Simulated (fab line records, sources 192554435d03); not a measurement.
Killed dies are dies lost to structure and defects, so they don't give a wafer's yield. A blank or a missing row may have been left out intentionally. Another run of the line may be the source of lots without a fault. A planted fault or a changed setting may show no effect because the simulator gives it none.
Split-lot trial ; flow n5 finfet ; 21 wafers read across 7 lots, on a route 1938 steps long

== THE SPLIT ITSELF ==
At N5_BEOL_M7_EXPOSE_25 (exposes mask V6, target cd 40 nm), the setting dose mj was moved away from the recipe's 42.5 on 8 of the 21 wafers read, by -6.0% to +5.1%. All remaining wafers had this setting at the recipe value.

== FROM THE SPLIT TO THE READING: what the file shows between them, 5 steps ==
- N5_BEOL_M7_PEB_26: peb time 60 s
- N5_BEOL_M7_DEVELOP_27: develop time 30 s
- N5_BEOL_M7_DESCUM_33: chemistry O2, time 7 s
- N5_BEOL_M7_ETCH_72: etches underlayer in N2/H2, target depth 6.5 nm, time 5.2 s
- N5_BEOL_M7_ETCH_65: etches SiARC in CF4, target depth 15.6 nm, time 26 s

== THE READING ==
BEOL_M7.cd nm (the simulator's own value, which no gauge read), in nm, at N5_BEOL_M7_ETCH_66 (etches SOC in N2/H2, target depth 80 nm, overetch 16 nm, time 120 s). The file does not state a usual value for it. Across the 13 wafers here that went through the recipe, the average is 40.0 nm and the standard deviation 0.28 nm.

wafer;tool, chamber at the split;dose mj as run;against the recipe;BEOL_M7.cd nm, nm;against lot-mates on the recipe
L083.2;euv scanner-01, 0;39.95;-6.0%;39;-1.0
L083.5;euv scanner-01, 0;42.5;recipe;40;-
L083.6;euv scanner-01, 0;42.5;recipe;40;-
L084.2;euv scanner-01, 0;40.54;-4.6%;39;no lot-mate on the recipe
L084.5;euv scanner-01, 0;40.54;-4.6%;39;no lot-mate on the recipe
L084.4;euv scanner-01, 0;40.54;-4.6%;38.6;no lot-mate on the recipe
L086.1;euv scanner-01, 0;42.5;recipe;40.2;-
L086.4;euv scanner-01, 0;42.5;recipe;40;-
L086.6;euv scanner-01, 0;42.5;recipe;40.6;-
L089.1;euv scanner-01, 0;42.5;recipe;40.2;-
L089.5;euv scanner-01, 0;42.5;recipe;40.2;-
L089.4;euv scanner-01, 0;42.5;recipe;39.6;-
L091.1;euv scanner-02, 0;41.24;-3.0%;39.4;-0.6
L091.2;euv scanner-02, 0;42.5;recipe;40;-
L091.3;euv scanner-02, 0;41.24;-3.0%;39.2;-0.8
L093.1;euv scanner-02, 0;44.65;+5.1%;41.4;+1.2
L093.4;euv scanner-02, 0;42.5;recipe;40.2;-
L093.6;euv scanner-02, 0;42.5;recipe;40.2;-
L096.4;euv scanner-02, 0;40.83;-3.9%;39;-0.6
L096.5;euv scanner-02, 0;42.5;recipe;39.6;-
L096.6;euv scanner-02, 0;42.5;recipe;39.6;-

FIT RESULTS
A straight line over all 21 wafers: BEOL_M7.cd nm changes by +0.239 nm for each +1% of dose mj; r = +0.92; the points scatter about the line by 0.27 nm.
The same after taking each lot's own level away (the mean of its wafers on the recipe; 18 wafers): +0.199 nm for each +1%; r = +0.93; scatter 0.19 nm.
On that fit, the largest move of dose mj shifts the reading by 1.2 nm.
Measured against the standard deviation above, the lots' own levels, which go from 39.60 to 40.27 nm, span 2.4 times it.
In other words, the slope is changed by the lot-to-lot level; the two fits disagree.
Check: -1.28 nm against its lot-mates is what the line predicts for one of the wafers moved furthest among these (-6.0%) when that wafer is left out of the fit. Against them it came out at -1 nm.

== FURTHER SPLITS ON THESE WAFERS ==
Note: prior to the reading, these wafers also went through further splits. Each is held against what the fit with the lots' levels taken away leaves over:
other split on the same wafers;wafers away from the commonest value;r with BEOL_M7.cd nm (lot level and that fit taken away)
N5_BEOL_M5_COAT_05 spin rpm;8;+0.11
N5_BEOL_M6_TRENCH_ETCH_37 time s;9;-0.01
N5_BEOL_M7_COAT_71 spin rpm;8;+0.09

== THE WHOLE CHAIN: every reading that the file lists as answering this split, in the file's order ==
step;what it does;reading;change (the file's fit);r (the file's)
N5_BEOL_M7_DESCUM_33;chemistry O2, time 7 s;BEOL_M7.cd nm (the simulator's own value, which no gauge read);+0.207 nm for each +1% of the setting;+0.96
N5_BEOL_M7_ETCH_72;etches underlayer in N2/H2, target depth 6.5 nm, time 5.2 s;BEOL_M7.cd nm (the simulator's own value, which no gauge read);+0.182 nm for each +1% of the setting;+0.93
N5_BEOL_M7_ETCH_65;etches SiARC in CF4, target depth 15.6 nm, time 26 s;BEOL_M7.cd nm (the simulator's own value, which no gauge read);+0.199 nm for each +1% of the setting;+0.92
N5_BEOL_M7_ETCH_66;etches SOC in N2/H2, target depth 80 nm, overetch 16 nm, time 120 s;BEOL_M7.cd nm (the simulator's own value, which no gauge read);+0.192 nm for each +1% of the setting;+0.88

== THE FILE'S OWN FIT ==
BEOL_M7.cd nm changes by +0.192 nm for each +1% of dose mj, r = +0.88.
